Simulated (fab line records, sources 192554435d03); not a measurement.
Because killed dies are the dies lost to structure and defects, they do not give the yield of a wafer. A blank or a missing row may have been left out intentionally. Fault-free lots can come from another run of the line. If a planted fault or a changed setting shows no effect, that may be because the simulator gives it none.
fab line records -- flow n5Finfet
record: lots: 11, wafers: 31, lastDay: 16
route steps=1938 shown BEOL_M5@1160 PASSIVATION@1936
lots with no fault: from the same line, run without faults
startH: start of the lot's first displayed wafer, in hours after the record's first day -- waitH: how many hours have passed since the lot's step before this one -- " unchanged from the row above -- L1.1+2: a row that stands for several wafers -- - either no value or no given start -- * or withheld: withheld -- < > ~ a bound
route shown NAME@n: names a module that has steps shown in the file, with the first one's number in the route -- usual: average and standard deviation across the fault-free wafers -- same: alike in all rows -- chamber/n: place in a boat -- sites: per-site readings -- _std_site: how widely they spread, as a standard deviation -- _edge_site: mean of outer sites minus mean of inner sites -- radiusMm: how far each site lies from the wafer's centre -- mask NAME#n: copy n -- behind: the tool/chamber that last shaped the wafer -- hold: the reason the lot was held/the length of the hold in hours/how it ended -- device: the n, p or np transistor that did not switch -- end of line: tests run on the same wafers once the route is complete -- where a step has no rows: the recipe by itself -- killed: count of dies lost to structure and defects at first sort (not the wafer's yield) -- map: a wafer's dies, marking killed ones x, the rest . and places with no die _
set.NAME: the setting the step ran with; set.NAME@STEP: the setting that earlier step ran with -- model.NAME: the simulator's own value behind a step, which no gauge read
the route's steps for a sample of lots (tables are steps, rows are wafers)
services: a tool's chamber out of use, with start hour (startH, from the record's first day; less than 0 if before it), hours out, and reason
== steps ==
step: N5_BEOL_M5_TRENCH_ETCH_37
recipe: chemistry: C4F6/O2, targetDepthA: 716.52, target: SiCOH_lowk, timeS: 24.7, ionEnergyEv: 250, pressureMtorr: 30, sourceW: 345, biasW: 185, Ar_flow_sccm: 300, C4F6_flow_sccm: 10, O2_flow_sccm: 10
usual: drypumpMotorCurrentA: 5.8/0.57, oes_f_703_au: 0.79/0.091, oesProductAu: 0.79/0.096, rfFwdPowerW: 339.6/1.8, rfVppV: 666/7.4, showerheadPlenumPTorr: 2.87/0.1, throttleValvePct: 20.92/0.18
same: timeS: 24.7
lot.wafer,tool,chamber,startH,waitH,drypumpMotorCurrentA,oes_f_703_au,oesProductAu,rfFwdPowerW,rfHoursCounterH,rfVppV,showerheadPlenumPTorr,throttleValvePct
L781.3,rieDiel-01,1,-,-,4.7,0.95,0.97,338.6,4,668,2.92,20.91
L781.4,rieDiel-01,2,-,-,6.6,0.69,0.67,340.0,249,664,2.80,21.27
L781.5,rieDiel-01,2,-,-,6.6,0.69,0.67,342.1,-,664,2.80,21.27
L784.1,rieDiel-04,1,-,-,5.4,0.92,0.93,339.1,15,672,2.92,20.92
L784.3,rieDiel-04,2,-,-,6.1,0.70,0.71,338.9,235,663,2.81,21.06
L784.6,rieDiel-04,0,-,-,5.4,0.77,0.76,341.6,-,658,2.96,21.11
L785.1,rieDiel-04,1,-,-,5.4,0.93,0.94,338.0,17,668,2.92,20.92
L785.4,rieDiel-04,0,-,-,5.4,0.76,0.77,343.0,166,658,2.96,21.12
L785.5,rieDiel-04,1,-,-,5.4,0.92,0.93,339.6,-,667,2.92,20.92
L788.1,rieDiel-04,3,-,-,6.8,0.69,0.68,336.6,225,656,2.70,20.72
L788.2,rieDiel-04,2,-,-,6.1,0.69,0.70,340.5,241,663,2.81,21.08
L788.5,rieDiel-04,0,-,-,5.4,0.76,0.76,340.0,-,660,2.96,21.13
L789.1,rieDiel-03,0,-,-,5.1,0.72,0.72,336.9,183,657,2.72,20.78
L789.5,rieDiel-03,3,-,-,6.4,0.87,0.89,340.1,-,677,3.02,20.61
L789.6,rieDiel-03,2,-,-,5.5,0.73,0.72,342.4,-,663,2.83,21.10
L791.2,rieDiel-04,1,-,-,5.4,0.89,0.90,340.3,28,671,2.92,20.94
L791.4,rieDiel-04,0,-,-,5.4,0.76,0.75,343.6,-,660,2.95,21.13
L791.5,rieDiel-04,3,-,-,6.7,0.68,0.67,338.3,-,658,2.69,20.75
L793.1,rieDiel-04,3,-,-,6.8,0.68,0.67,336.8,236,657,2.69,20.75
L793.2,rieDiel-04,0,-,-,5.4,0.75,0.74,341.3,182,658,2.95,21.14
L793.3,rieDiel-04,1,-,-,5.4,0.89,0.90,339.1,29,670,2.91,20.94
L794.1,rieDiel-03,3,-,-,6.4,0.86,0.87,338.7,36,676,3.02,20.61
L794.2,rieDiel-03,0,-,-,5.1,0.71,0.71,339.4,190,657,2.72,20.81
L794.6,rieDiel-03,1,-,-,6.1,0.72,0.72,338.7,-,677,2.95,20.99
L792.2,rieDiel-03,2,-,-,5.4,0.72,0.71,340.2,211,664,2.82,21.11
L792.4,rieDiel-03,0,-,-,5.1,0.72,0.72,335.4,191,658,2.72,20.79
L792.6,rieDiel-03,1,-,-,6.1,0.72,0.72,338.9,-,677,2.95,21.00
L796.1,rieDiel-03,1,-,-,6.1,0.71,0.71,339.8,174,677,2.94,21.01
L796.3,rieDiel-03,2,-,-,5.5,0.71,0.70,339.6,219,663,2.82,21.11
L799.1,rieDiel-03,2,-,-,5.5,0.71,0.70,341.3,221,663,2.82,21.11
L799.3,rieDiel-03,1,-,-,6.1,0.71,0.71,338.8,177,676,2.94,21.00
step: N5_BEOL_M5_ALD_86
recipe: material: TaN, targetThkA: *, tempC: 275, aldPrecursorFamily: PDMAT, aldCoReactant: NH3, pressureTorr: 3, carrierFlowSccm: 1500, pulseTimeS: 2, purgeTimeS: 3, coReactantPurgeTimeS: 2, coReactantPulseTimeS: 3, aldCycles: 30, precursorVesselTempC: 75, precursorVesselPressureTorr: 26.25, precursorVesselCarrierSccm: 1000
usual: coReactantPulseTimeS: 3/0, heaterPowerW: 419/29
lot.wafer,tool,chamber,startH,waitH,coReactantPulseTimeS,heaterPowerW
L781.3,aldMetal-02,0,177.38,0.0,3,371
L781.4,aldMetal-02,3,177.38,0.0,3,379
L781.5,aldMetal-02,1,177.38,0.0,3,398
L784.1,aldMetal-04,1,203.03,0.1,3,452
L784.3,aldMetal-04,0,203.03,0.1,3,447
L784.6,aldMetal-04,3,203.03,0.1,3,462
L785.1,aldMetal-04,1,204.86,0.0,3,448
L785.4,aldMetal-04,0,204.86,0.0,3,444
L785.5,aldMetal-04,3,204.86,0.0,3,450
L788.1,aldMetal-02,1,225.18,0.1,3,403
L788.2,aldMetal-02,3,225.18,0.1,3,384
L788.5,aldMetal-02,1,225.18,0.1,3,402
L789.1,aldMetal-04,1,231.11,0.1,3,440
L789.5,aldMetal-04,1,231.11,0.1,3,448
L789.6,aldMetal-04,3,231.11,0.1,3,461
L791.2,aldMetal-03,0,251.13,0.0,3,439
L791.4,aldMetal-03,3,251.13,0.0,3,407
L791.5,aldMetal-03,3,251.13,0.0,3,412
L793.1,aldMetal-03,3,252.87,0.0,3,413
L793.2,aldMetal-03,2,252.87,0.0,3,365
L793.3,aldMetal-03,1,252.87,0.0,3,422
L794.1,aldMetal-03,0,255.59,0.0,3,437
L794.2,aldMetal-03,3,255.59,0.0,3,414
L794.6,aldMetal-03,3,255.59,0.0,3,411
L792.2,aldMetal-03,3,256.06,0.1,3,421
L792.4,aldMetal-03,1,256.06,0.1,3,437
L792.6,aldMetal-03,0,256.06,0.1,3,428
L796.1,aldMetal-03,0,281.43,0.0,2.4418,440
L796.3,aldMetal-03,1,281.43,0.0,2.4418,431
L799.1,aldMetal-03,1,287.05,0.0,2.4418,429
L799.3,aldMetal-03,2,287.05,0.0,2.4418,387
step: N5_BEOL_M5_SPUTTER_48
recipe: material: Cu, targetThkA: 150, tempC: -20, chamberPressurePa: 0.07, powerW: withheld, timeS: 27.62
usual: throttleValvePct: 29.9/0.89
same: timeS: 27.62
lot.wafer,tool,chamber,startH,waitH,throttleValvePct
L781.3,pvdSputter-01,-,178.02,0.2,29.3
L781.4,pvdSputter-01,-,178.02,0.2,30.0
L781.5,pvdSputter-01,-,178.02,0.2,30.8
L784.1,pvdSputter-02,-,203.64,0.1,28.8
L784.3,pvdSputter-02,-,203.64,0.1,28.8
L784.6,pvdSputter-02,-,203.64,0.1,29.8
L785.1,pvdSputter-01,-,205.52,0.1,32.0
L785.4,pvdSputter-01,-,205.52,0.1,30.6
L785.5,pvdSputter-01,-,205.52,0.1,29.2
L788.1,pvdSputter-03,-,225.98,0.2,30.0
L788.2,pvdSputter-03,-,225.98,0.2,30.3
L788.5,pvdSputter-03,-,225.98,0.2,30.8
L789.1,pvdSputter-02,-,232.97,1.3,28.7
L789.5,pvdSputter-02,-,232.97,1.3,29.6
L789.6,pvdSputter-02,-,232.97,1.3,28.2
L791.2,pvdSputter-03,-,251.67,0.1,30.4
L791.4,pvdSputter-03,-,251.67,0.1,30.3
L791.5,pvdSputter-03,-,251.67,0.1,30.0
L793.1,pvdSputter-02,-,253.49,0.2,29.1
L793.2,pvdSputter-02,-,253.49,0.2,28.8
L793.3,pvdSputter-02,-,253.49,0.2,29.0
L794.1,pvdSputter-01,-,256.19,0.2,29.8
L794.2,pvdSputter-01,-,256.19,0.2,30.4
L794.6,pvdSputter-01,-,256.19,0.2,31.6
L792.2,pvdSputter-03,-,257.20,0.4,30.0
L792.4,pvdSputter-03,-,257.20,0.4,30.6
L792.6,pvdSputter-03,-,257.20,0.4,29.9
L796.1,pvdSputter-03,-,281.94,0.1,31.0
L796.3,pvdSputter-03,-,281.94,0.1,29.8
L799.1,pvdSputter-03,-,287.59,0.1,30.5
L799.3,pvdSputter-03,-,287.59,0.1,30.0
step: N5_BEOL_M5_SPUTTER_88
recipe: material: Cu, targetThkA: 150, tempC: -20, chamberPressurePa: 0.07, powerW: withheld, timeS: 27.62
usual: throttleValvePct: 29.9/0.85
same: timeS: 27.62
lot.wafer,tool,chamber,startH,waitH,throttleValvePct
L781.3,pvdSputter-01,-,181.28,0.5,29.0
L781.4,pvdSputter-01,-,181.28,0.5,29.8
L781.5,pvdSputter-01,-,181.28,0.5,30.5
L784.1,pvdSputter-02,-,206.90,0.5,29.0
L784.3,pvdSputter-02,-,206.90,0.5,29.0
L784.6,pvdSputter-02,-,206.90,0.5,29.8
L785.1,pvdSputter-01,-,208.78,0.5,31.4
L785.4,pvdSputter-01,-,208.78,0.5,30.8
L785.5,pvdSputter-01,-,208.78,0.5,29.0
L788.1,pvdSputter-03,-,229.24,0.5,29.8
L788.2,pvdSputter-03,-,229.24,0.5,30.6
L788.5,pvdSputter-03,-,229.24,0.5,30.6
L789.1,pvdSputter-02,-,236.23,0.5,28.8
L789.5,pvdSputter-02,-,236.23,0.5,29.8
L789.6,pvdSputter-02,-,236.23,0.5,28.9
L791.2,pvdSputter-03,-,254.93,0.5,30.4
L791.4,pvdSputter-03,-,254.93,0.5,29.8
L791.5,pvdSputter-03,-,254.93,0.5,30.0
L793.1,pvdSputter-02,-,256.75,0.5,28.5
L793.2,pvdSputter-02,-,256.75,0.5,28.9
L793.3,pvdSputter-02,-,256.75,0.5,29.0
L794.1,pvdSputter-01,-,259.45,0.5,30.1
L794.2,pvdSputter-01,-,259.45,0.5,30.3
L794.6,pvdSputter-01,-,259.45,0.5,31.5
L792.2,pvdSputter-03,-,260.46,0.5,30.2
L792.4,pvdSputter-03,-,260.46,0.5,30.9
L792.6,pvdSputter-03,-,260.46,0.5,30.1
L796.1,pvdSputter-03,-,285.20,0.5,30.8
L796.3,pvdSputter-03,-,285.20,0.5,30.1
L799.1,pvdSputter-03,-,290.85,0.5,30.5
L799.3,pvdSputter-03,-,290.85,0.5,30.0
step: N5_PASSIVATION_PROBE_49
usual: defectLimitedYield: 91.7/1.5, killed_at_M0_to_M3: 30/8.6, killed_at_M4_up: 12/4.5, killedAtContacts: 13/5.8, killedAtFrontEnd: 38/11, killedAtOther: 4/3, killedDies: 97/17, killedOpen: 63/12, killedShort: 32/8.8, sort_bin_5_function: 4.8/0.91, sort_bin_6_memory: 3.1/0.68, sortNPass: 1083/17, sortYieldPct: 91.7/1.5
same: grossDies: 1180, killedAtBackSide: 0, sort_bin_4_leakage[%]: 0, sort_bin_8_speed[%]: 0
lot.wafer,tool,chamber,startH,waitH,defectLimitedYield[%],killed_at_M0_to_M3,killed_at_M4_up,killedAtContacts,killedAtFrontEnd,killedAtOther,killedDies,killedOpen,killedShort,sort_bin_5_function[%],sort_bin_6_memory[%],sortNPass,sortYieldPct[%]
L796.1,prober-01,-,378.00,0.0,91.5,43,10,8,30,9,100,70,28,5.3,3.1,1080,91.5
killed by level:class
L796.1 BEOL_M1:geometricParticle:open=11 STI_FIN_REVEAL:geometricParticle:open=10 DUMMY_GATE:geometricParticle:open=6 BEOL_M0_SAQP:geometricParticle:open=6 BEOL_M0:geometricParticle:open=6 MOL_CONTACT_COAG:geometricParticle:open=5 BEOL_M0_SAQP:geometricParticle:short=5 STARTING-WAFER:geometricParticle:open=5
== services ==
tool,chamber,startH,hours,kind
rieDiel-04,0,161.53,6.6,repair
rieDiel-03,1,175.27,12.3,repair
rieDiel-01,2,178.99,-,clean
rieDiel-01,2,178.99,-,consumableReplace:focusRing
rieDiel-01,2,178.99,18.5,scheduledDown
rieDiel-04,3,193.45,8.9,repair
aldMetal-04,2,201.60,33.2,repair
aldMetal-03,-,203.37,8.7,pm
rieDiel-04,-,211.67,2.8,pm
rieDiel-01,-,217.33,9.7,repair
rieDiel-04,-,217.33,2.1,repair
rieDiel-01,-,229.97,2.8,pm
rieDiel-04,1,239.23,6.4,repair
aldMetal-03,-,247.14,0.3,repair
rieDiel-04,2,247.20,-,clean
rieDiel-04,2,247.20,-,consumableReplace:focusRing
rieDiel-04,2,247.20,17.3,scheduledDown
rieDiel-04,2,247.20,17.3,ventCycle
aldMetal-02,-,248.30,8.7,pm
aldMetal-04,-,255.66,28.1,pm
aldMetal-02,3,277.92,12.6,repair
rieDiel-01,3,284.47,7.4,repair
aldMetal-02,1,286.05,3.5,repair
aldMetal-04,1,286.58,8.8,repair
== key ==
firstSign: step: N5_BEOL_M5_ALD_86, reading: coReactantPulseTimeS, direction: down, sigmas: 99+, usual: *, struck: *
effect none on later readings
metAt N5_BEOL_M5_ALD_86
struckLots L796,L799
struckWafers L796.1,L796.3,L799.1,L799.3
notActingAt N5_BEOL_M5_TRENCH_ETCH_37,N5_BEOL_M5_SPUTTER_48,N5_BEOL_M5_SPUTTER_88
onsetBetween 256.06 281.43
fault: kind: processParameterDrift, tool: aldMetal-03, chamber: -, onsetH: 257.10, steps: N5_BEOL_M5_ALD_86, channel: coReactantPulseTimeS, offset: *, shape: step, endH: 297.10, scope: struckWafersOnly, actsIn: *, stated: *
